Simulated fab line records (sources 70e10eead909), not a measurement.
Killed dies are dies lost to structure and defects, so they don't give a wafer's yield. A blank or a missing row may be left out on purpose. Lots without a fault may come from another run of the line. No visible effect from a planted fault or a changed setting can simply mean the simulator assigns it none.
A lot that was struck, set against a sound lot + flow nandHarc + 17 steps out of a route of 1302
Sound: wafers L398.1, L398.2, L398.4. Struck: wafers L390.2, L390.6. (L390.5 of the same lot was not struck and is left out.) The cause comes at the end.
Each step with rows lists, per side, the tool, then ch with its chambers, then its first start. Under that, the readings that differ: sound wafers + struck wafers + difference of the means + sigmas: that difference in standard deviations of wafers without a fault.
alike: a reading whose means differ by less than 2 such deviations, as well as words and numbers matching on both sides. not compared: withheld readings; readings where some wafer has no value; bounds like >300 that might hide an equal value; numbers whose values overlap and for which the record gives no deviation.
The two part at a step that has a row with sigmas, a row that says differs or no value, or rows on one side only. When numbers do not overlap yet have no deviation, they are printed without sigmas and do not part them. A reading that every wafer of one side lacks parts them only if that side has two wafers or more.

NHARC_A_M0_OVL_MEAS_10: pitch 160 nm.
  sound: overlay-01 at day 30 15:50; struck: overlay-02 at day 27 08:00
| reading         | sound       | struck    | difference | sigmas |
|-----------------|-------------|-----------|------------|--------|
| overlayYNm (nm) | 1.9 1.5 1.1 | -0.5 -0.6 | -2.0       | -2     |
  alike: overlayXNm
NHARC_A_M0_INSPECT_11:
  sound: defectInspect-02 at day 30 15:52; struck: defectInspect-01 at day 27 08:02
  alike: rawDefectCount
then, 1 step without rows for these wafers: NHARC_A_M0_DESCUM_14 (chemistry O2, time 3 s).
NHARC_A_M0_ETCH_34: etches the open film in N2/H2, target depth 40 nm, overetch 12 nm, time 43.94 s.
  sound on rieDiel-08 ch 0,1,3, day 30 16:01; struck on rieDiel-08 ch 1,3, day 27 08:12
  alike: drypumpMotorCurrentA, oesProductAu, rfVppV, showerheadPlenumPTorr, throttleValvePct
  not compared: rfHoursCounterH
NHARC_A_M0_ETCH_15: etches the open film in C4F8/Ar, target depth 150 nm, overetch 15 nm, time 82.5 s.
  sound on rieDiel-08 ch 1,2,3; struck on rieDiel-08 ch 1,2
  alike: oesProductAu, rfVppV
  not compared: rfHoursCounterH
NHARC_A_M0_CD_MEAS_16:
  sound: cdSem-01 at day 30 16:13; struck: cdSem-03 at day 27 08:24
  alike: cdNm
NHARC_A_M0_STRIP_18: strips in N2/H2.
  sound on rieDiel-09 ch 0,1,2, day 30 16:18; struck on rieDiel-08 ch 0,2, day 27 08:31
  alike: drypumpMotorCurrentA, oesProductAu, rfVppV, showerheadPlenumPTorr, throttleValvePct
  not compared: rfHoursCounterH
then, 2 steps without rows for these wafers: NHARC_A_M0_STRIP_19 (strips in post etch residue remover, time 600 s); NHARC_A_M0_DEGAS_28 (time 60 s).
NHARC_A_M0_PRE_CLEAN_29: time 30 s.
  sound on pvdSputter-02; struck on pvdSputter-02
  alike: heaterPowerW
then, 1 step without rows for these wafers: NHARC_A_M0_PVD_20 (deposits TaN, target thk 5 nm, time 8.06 s).
NHARC_A_M0_PVD_21: deposits Cu, target thk 30 nm, time 20.49 s.
  sound on pvdSputter-02; struck on pvdSputter-02
  alike: chamberPressurePa, throttleValvePct
NHARC_A_M0_ECD_22: material Cu, target thk 400 nm.
  sound on ecdCu-02 ch 0,1, day 30 17:12; struck on ecdCu-01 ch 0,1, day 27 09:23
then, 1 step without rows for these wafers: NHARC_A_M0_ANNEAL_30 (time 90 s).
NHARC_A_M0_CMP_23: polishes, t overpolish 20 s, target thk 113.75 nm.
  sound on cmp-03 ch 1,2,3, day 30 17:56; struck on cmp-03 ch 0,1, day 27 10:10
| reading             | sound          | struck    | difference | sigmas |
|---------------------|----------------|-----------|------------|--------|
| timeToEndpointS (s) | 27.7 28.2 29.4 | 20.0 18.7 | -9.1       | -4     |
  alike: motorCurrentA
NHARC_A_M0_THK_MEAS_24: measures by xrf.
  sound: filmMetro-02 at day 30 18:14; struck: filmMetro-01 at day 27 10:25
  alike: thkNm
NHARC_END_SORT_01:
  the record has rows for the sound wafers here (prober-01 ch 0, day 32 19:17) and none for the struck ones

== WHERE THEY PART ==
First at NHARC_A_M0_OVL_MEAS_10; last, within this record, at NHARC_END_SORT_01.

WHY: the cause the simulator had injected
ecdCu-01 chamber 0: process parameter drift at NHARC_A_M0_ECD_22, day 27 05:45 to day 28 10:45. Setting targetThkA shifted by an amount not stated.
